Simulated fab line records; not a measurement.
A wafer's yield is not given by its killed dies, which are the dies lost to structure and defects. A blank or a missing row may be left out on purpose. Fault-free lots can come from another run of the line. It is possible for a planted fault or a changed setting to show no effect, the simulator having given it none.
Which tool did it? :: flow n5-finfet :: 10 lots with 29 wafers sampled at 6 steps, on a route of 1938 steps

## WHAT THE GAUGES SHOWED, per wafer
N5_SD_EPI_P_INSPECT_26: inspects for defects (darkfield).
lot: L574
measured: day 4 04:14
on: defect-inspect-02
raw-defect-count: 123 158 197

lot: L577
measured: day 5 00:49
on: defect-inspect-02
raw-defect-count: 199 190 207

lot: L578
measured: day 5 05:44
on: defect-inspect-02
raw-defect-count: 168 184 236

lot: L579
measured: day 5 12:32
on: defect-inspect-02
raw-defect-count: 110 172 208

lot: L581
measured: day 5 21:24
on: defect-inspect-02
raw-defect-count: 141 125 202

lot: L587
measured: day 7 12:07
on: defect-inspect-02
raw-defect-count: 508 566 555

lot: L591
measured: day 8 11:00
on: defect-inspect-02
raw-defect-count: 634 606 533

lot: L592
measured: day 8 14:39
on: defect-inspect-01
raw-defect-count: 192 153

lot: L593
measured: day 9 00:38
on: defect-inspect-02
raw-defect-count: 225 201 196

lot: L594
measured: day 9 03:05
on: defect-inspect-02
raw-defect-count: 318 275 297

N5_BEOL_M4_RC_MEAS_101.
lot: L574
measured: day 8 19:08
on: prober-01
DIBL_N (mV/V): 35.2 35.8 37.4
DIBL_P (mV/V): 36.8 37.1 38.8
IOFF_N (nA/um): 0.16 0.16 0.18
IOFF_P (nA/um): 0.22 0.22 0.25
ION_N (uA/um): 696 666 673
ION_P (uA/um): 476 458 458
SS_N (mV/dec): 71.5 71.5 72.4
SS_P (mV/dec): 72.8 72.9 72.8
VT_N (mV): 249 252 249
VT_P (mV): -247 -248 -249

lot: L577
measured: day 9 23:52
on: prober-02
DIBL_N (mV/V): 37.5 37.0 37.9
DIBL_P (mV/V): 38.9 38.5 38.8
IOFF_N (nA/um): 0.18 0.18 0.18
IOFF_P (nA/um): 0.21 0.22 0.21
ION_N (uA/um): 692 690 673
ION_P (uA/um): 469 468 455
SS_N (mV/dec): 71.5 71.0 71.7
SS_P (mV/dec): 73.4 73.3 73.7
VT_N (mV): 248 248 253
VT_P (mV): -253 -251 -254

lot: L578
measured: day 9 21:34
on: prober-01
DIBL_N (mV/V): 35.8 37.5 36.1
DIBL_P (mV/V): 37.8 39.7 38.7
IOFF_N (nA/um): 0.19 0.22 0.20
IOFF_P (nA/um): 0.25 0.27 0.24
ION_N (uA/um): 699 687 696
ION_P (uA/um): 476 468 473
SS_N (mV/dec): 71.5 72.4 71.7
SS_P (mV/dec): 73.2 74.6 73.2
VT_N (mV): 245 242 246
VT_P (mV): -246 -249 -245

lot: L579
measured: day 10 04:15
on: prober-01
DIBL_N (mV/V): 40.0 38.0 37.6
DIBL_P (mV/V): 40.4 38.1 36.9
IOFF_N (nA/um): 0.23 0.19 0.18
IOFF_P (nA/um): 0.29 0.23 0.22
ION_N (uA/um): 683 694 682
ION_P (uA/um): 467 468 462
SS_N (mV/dec): 72.9 71.4 71.9
SS_P (mV/dec): 74.0 73.3 73.9
VT_N (mV): 247 247 248
VT_P (mV): -244 -249 -251

lot: L581
measured: day 10 06:43
on: prober-01
DIBL_N (mV/V): 33.9 36.8 38.0
DIBL_P (mV/V): 32.8 36.9 37.0
IOFF_N (nA/um): 0.12 0.17 0.19
IOFF_P (nA/um): 0.17 0.23 0.23
ION_N (uA/um): 677 691 675
ION_P (uA/um): 463 473 457
SS_N (mV/dec): 70.6 71.5 72.1
SS_P (mV/dec): 72.5 73.4 73.6
VT_N (mV): 252 247 248
VT_P (mV): -254 -251 -248

lot: L587
measured: day 12 05:02
on: prober-02
DIBL_N (mV/V): 38.4 36.0 36.4
DIBL_P (mV/V): 38.3 36.4 36.4
IOFF_N (nA/um): 0.20 0.16 0.17
IOFF_P (nA/um): 0.25 0.23 0.23
ION_N (uA/um): 688 664 671
ION_P (uA/um): 467 462 463
SS_N (mV/dec): 72.3 71.3 72.0
SS_P (mV/dec): 74.1 72.6 72.9
VT_N (mV): 249 253 249
VT_P (mV): -248 -250 -248

lot: L591
measured: day 13 03:09
on: prober-02
DIBL_N (mV/V): 38.1 34.8 36.8
DIBL_P (mV/V): 39.0 35.4 37.6
IOFF_N (nA/um): 0.21 0.14 0.17
IOFF_P (nA/um): 0.29 0.23 0.28
ION_N (uA/um): 691 673 699
ION_P (uA/um): 475 476 487
SS_N (mV/dec): 71.5 71.7 71.0
SS_P (mV/dec): 73.3 72.8 72.7
VT_N (mV): 243 249 247
VT_P (mV): -243 -244 -242

lot: L592
measured: day 13 04:14
on: prober-01
DIBL_N (mV/V): 41.7 36.8
DIBL_P (mV/V): 43.4 36.5
IOFF_N (nA/um): 0.33 0.17
IOFF_P (nA/um): 0.40 0.23
ION_N (uA/um): 728 681
ION_P (uA/um): 499 472
SS_N (mV/dec): 72.3 71.1
SS_P (mV/dec): 75.2 73.5
VT_N (mV): 237 248
VT_P (mV): -238 -248

lot: L593
measured: day 13 06:14
on: prober-02
DIBL_N (mV/V): 35.8 35.4 33.9
DIBL_P (mV/V): 36.8 35.9 34.5
IOFF_N (nA/um): 0.18 0.18 0.15
IOFF_P (nA/um): 0.26 0.25 0.23
ION_N (uA/um): 677 695 699
ION_P (uA/um): 476 483 475
SS_N (mV/dec): 71.2 71.0 70.7
SS_P (mV/dec): 73.4 73.1 73.2
VT_N (mV): 246 246 250
VT_P (mV): -244 -242 -242

lot: L594
measured: day 13 12:21
on: prober-01
DIBL_N (mV/V): 37.6 35.7 35.8
DIBL_P (mV/V): 36.1 34.1 33.4
IOFF_N (nA/um): 0.19 0.15 0.14
IOFF_P (nA/um): 0.23 0.19 0.19
ION_N (uA/um): 680 683 659
ION_P (uA/um): 465 460 454
SS_N (mV/dec): 71.9 71.6 71.4
SS_P (mV/dec): 73.3 72.8 72.7
VT_N (mV): 248 249 251
VT_P (mV): -248 -250 -250

## WHAT TOOL EACH LOT RAN ON (gives the tool, then ch and the chambers of the sampled wafers, and finally the start)
lot: L574
N5_SD_EPI_P_SD_RECESS_17: rie-si-02 ch 0,1,3, day 4 01:12
N5_SD_EPI_P_STRIP_40: plasma-asher-01 ch 0,1, day 4 01:21
N5_SD_EPI_P_PRECLEAN_33: wet-bench-05 ch 2,5,6, day 4 04:11
N5_ILD0_LINER_00: ald-sin-03 ch 0,1,2, day 4 05:10

lot: L577
N5_SD_EPI_P_SD_RECESS_17: rie-si-02 ch 0,1, day 4 19:49
N5_SD_EPI_P_STRIP_40: plasma-asher-02 ch 0,1, day 4 19:58
N5_SD_EPI_P_PRECLEAN_33: wet-bench-01 ch 0,4,5, day 5 00:46
N5_ILD0_LINER_00: ald-sin-04 ch 0,1,2, day 5 01:43

lot: L578
N5_SD_EPI_P_SD_RECESS_17: rie-si-04 ch 0,1,3, day 5 01:51
N5_SD_EPI_P_STRIP_40: plasma-asher-02 ch 0,1, day 5 02:00
N5_SD_EPI_P_PRECLEAN_33: wet-bench-05 ch 3,4,6, day 5 05:40
N5_ILD0_LINER_00: ald-sin-01 ch 1,2,3, day 5 06:50

lot: L579
N5_SD_EPI_P_SD_RECESS_17: rie-si-02 ch 0,2,3, day 5 08:40
N5_SD_EPI_P_STRIP_40: plasma-asher-02 ch 0,1, day 5 08:48
N5_SD_EPI_P_PRECLEAN_33: wet-bench-05 ch 1,4,6, day 5 12:29
N5_ILD0_LINER_00: ald-sin-01 ch 0,2,3, day 5 13:19

lot: L581
N5_SD_EPI_P_SD_RECESS_17: rie-si-04 ch 1,2, day 5 18:15
N5_SD_EPI_P_STRIP_40: plasma-asher-01 ch 0,1, day 5 18:25
N5_SD_EPI_P_PRECLEAN_33: wet-bench-05 ch 0,2,4, day 5 21:21
N5_ILD0_LINER_00: ald-sin-03 ch 0,1,3, day 5 22:13

lot: L587
N5_SD_EPI_P_SD_RECESS_17: rie-si-06 ch 0,1,3, day 7 08:14
N5_SD_EPI_P_STRIP_40: plasma-asher-01 ch 0,1, day 7 08:23
N5_SD_EPI_P_PRECLEAN_33: wet-bench-05 ch 0,4,5, day 7 12:04
N5_ILD0_LINER_00: ald-sin-04 ch 0,1,2, day 7 12:56

lot: L591
N5_SD_EPI_P_SD_RECESS_17: rie-si-04 ch 1,2, day 8 07:07
N5_SD_EPI_P_STRIP_40: plasma-asher-01 ch 0,1, day 8 07:16
N5_SD_EPI_P_PRECLEAN_33: wet-bench-05 ch 0,2,6, day 8 10:57
N5_ILD0_LINER_00: ald-sin-01 ch 2,3, day 8 12:35

lot: L592
N5_SD_EPI_P_SD_RECESS_17: rie-si-04 ch 1,3, day 8 11:39
N5_SD_EPI_P_STRIP_40: plasma-asher-01 ch 0,1, day 8 11:48
N5_SD_EPI_P_PRECLEAN_33: wet-bench-01 ch 3,6, day 8 14:36
N5_ILD0_LINER_00: ald-sin-01 ch 0,2, day 8 15:48

lot: L593
N5_SD_EPI_P_SD_RECESS_17: rie-si-06 ch 0,1,3, day 8 19:37
N5_SD_EPI_P_STRIP_40: plasma-asher-01 ch 0,1, day 8 19:45
N5_SD_EPI_P_PRECLEAN_33: wet-bench-01 ch 2,5,7, day 9 00:34
N5_ILD0_LINER_00: ald-sin-03 ch 0,3, day 9 01:26

lot: L594
N5_SD_EPI_P_SD_RECESS_17: rie-si-06 ch 2,3, day 9 00:00
N5_SD_EPI_P_STRIP_40: plasma-asher-02 ch 0,1, day 9 00:12
N5_SD_EPI_P_PRECLEAN_33: wet-bench-01 ch 2,4,5, day 9 03:02
N5_ILD0_LINER_00: ald-sin-03 ch 0,2,3, day 9 03:53
- N5_SD_EPI_P_SD_RECESS_17: chemistry HBr/Cl2/O2, target depth 39.1 nm, bt time 3 s.
- N5_SD_EPI_P_STRIP_40: strips in N2/H2.
- N5_SD_EPI_P_PRECLEAN_33: cleans in SC2, time 45 s.
- N5_ILD0_LINER_00: material SiNx, target thk 4 nm, pulse time 1 s, purge time 2 s.

## WHAT THE TOOLS THEMSELVES READ (means of the sampled wafers that have a number; where no wafer has one, the mark that the record gives instead)
N5_SD_EPI_P_SD_RECESS_17.
lot: L574
tool: rie-si-02
drypump-motor-current-A (A): 5.8
oes-product-au (a.u.): 0.991
throttle-valve-pct (%): 37.13

lot: L577
tool: rie-si-02
drypump-motor-current-A (A): 5.3
oes-product-au (a.u.): 0.986
throttle-valve-pct (%): 36.86

lot: L578
tool: rie-si-04
drypump-motor-current-A (A): 5.9
oes-product-au (a.u.): 0.996
throttle-valve-pct (%): 37.00

lot: L579
tool: rie-si-02
drypump-motor-current-A (A): 6.2
oes-product-au (a.u.): 0.992
throttle-valve-pct (%): 37.24

lot: L581
tool: rie-si-04
drypump-motor-current-A (A): 6.5
oes-product-au (a.u.): 0.989
throttle-valve-pct (%): 37.27

lot: L587
tool: rie-si-06
drypump-motor-current-A (A): 5.5
oes-product-au (a.u.): 1.008
throttle-valve-pct (%): 37.30

lot: L591
tool: rie-si-04
drypump-motor-current-A (A): 6.5
oes-product-au (a.u.): 0.997
throttle-valve-pct (%): 37.27

lot: L592
tool: rie-si-04
drypump-motor-current-A (A): 6.1
oes-product-au (a.u.): 0.987
throttle-valve-pct (%): 37.00

lot: L593
tool: rie-si-06
drypump-motor-current-A (A): 5.5
oes-product-au (a.u.): 1.007
throttle-valve-pct (%): 37.29

lot: L594
tool: rie-si-06
drypump-motor-current-A (A): 5.4
oes-product-au (a.u.): 1.018
throttle-valve-pct (%): 37.05

N5_SD_EPI_P_STRIP_40.
lot: L574
tool: plasma-asher-01
drypump-motor-current-A (A): 5.3
heater-power-w (W): 301
oes-product-au (a.u.): 0.772

lot: L577
tool: plasma-asher-02
drypump-motor-current-A (A): 5.4
heater-power-w (W): 313
oes-product-au (a.u.): 0.768

lot: L578
tool: plasma-asher-02
drypump-motor-current-A (A): 5.9
heater-power-w (W): 308
oes-product-au (a.u.): 0.766

lot: L579
tool: plasma-asher-02
drypump-motor-current-A (A): 5.9
heater-power-w (W): 309
oes-product-au (a.u.): 0.755

lot: L581
tool: plasma-asher-01
drypump-motor-current-A (A): 5.3
heater-power-w (W): 299
oes-product-au (a.u.): 0.764

lot: L587
tool: plasma-asher-01
drypump-motor-current-A (A): 5.3
heater-power-w (W): 299
oes-product-au (a.u.): 0.761

lot: L591
tool: plasma-asher-01
drypump-motor-current-A (A): 5.3
heater-power-w (W): 306
oes-product-au (a.u.): 0.758

lot: L592
tool: plasma-asher-01
drypump-motor-current-A (A): 5.3
heater-power-w (W): 302
oes-product-au (a.u.): 0.763

lot: L593
tool: plasma-asher-01
drypump-motor-current-A (A): 5.3
heater-power-w (W): 298
oes-product-au (a.u.): 0.762

lot: L594
tool: plasma-asher-02
drypump-motor-current-A (A): 5.9
heater-power-w (W): 310
oes-product-au (a.u.): 0.752

N5_ILD0_LINER_00.
lot: L574
tool: ald-sin-03
heater-power-w (W): 842
precursor-pulse-height-rel: 0.992
susceptor-temp-C (C): 400.19

lot: L577
tool: ald-sin-04
heater-power-w (W): 914
precursor-pulse-height-rel: 1.001
susceptor-temp-C (C): 400.01

lot: L578
tool: ald-sin-01
heater-power-w (W): 823
precursor-pulse-height-rel: 0.987
susceptor-temp-C (C): 400.18

lot: L579
tool: ald-sin-01
heater-power-w (W): 880
precursor-pulse-height-rel: 0.995
susceptor-temp-C (C): 399.83

lot: L581
tool: ald-sin-03
heater-power-w (W): 831
precursor-pulse-height-rel: 1.014
susceptor-temp-C (C): 399.93

lot: L587
tool: ald-sin-04
heater-power-w (W): 917
precursor-pulse-height-rel: 0.996
susceptor-temp-C (C): 399.92

lot: L591
tool: ald-sin-01
heater-power-w (W): 788
precursor-pulse-height-rel: 0.990
susceptor-temp-C (C): 400.17

lot: L592
tool: ald-sin-01
heater-power-w (W): 952
precursor-pulse-height-rel: 0.986
susceptor-temp-C (C): 399.91

lot: L593
tool: ald-sin-03
heater-power-w (W): 948
precursor-pulse-height-rel: 0.985
susceptor-temp-C (C): 399.90

lot: L594
tool: ald-sin-03
heater-power-w (W): 825
precursor-pulse-height-rel: 0.992
susceptor-temp-C (C): 400.16

## THE ANSWER, worked out from the rows above alone
Rule: what is usual is taken from the lots themselves. The widest of any qualifying gaps counts: lots, ordered by their means at a reading, are off when they make up no more than a third of the lots, leave a main group of 4 or more, and stand apart from it by 3 or more times the standard deviation of that group's means. If all means in a main group match to the digits the tables above print for the reading, that group is not used. A lot without any number at a reading at which 4 lots or more have one is off too. Any other lot the step has rows for is counted as sound. First the gauges in route order, then the tools' own readings, where a lot's mean is used as printed above. At the first step where some lot is off, the reading lying furthest off is the one used; lots without a number count as furthest.
Off: L587, L591 (N5_SD_EPI_P_INSPECT_26, raw-defect-count). Main group: mean 194, sd 43.
If a tool, at a process step before that reading, ran all the lots that are off and no sound lot after the first of them, it fits. The gauges at N5_SD_EPI_P_INSPECT_26 are tried like those tools. One fits: wet-bench-05 at N5_SD_EPI_P_PRECLEAN_33. Its last sound lot is L581 (day 5 21:21), its first lot that is off L587 (day 7 12:04): a fault that began between those two fits.

## WHAT WAS PUT IN BY THE SIMULATOR
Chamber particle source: wet-bench-05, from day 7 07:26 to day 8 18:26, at N5_SD_EPI_P_PRECLEAN_33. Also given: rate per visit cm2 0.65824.
Struck lots among those shown: L587, L591. The rule given above showed the same thing.
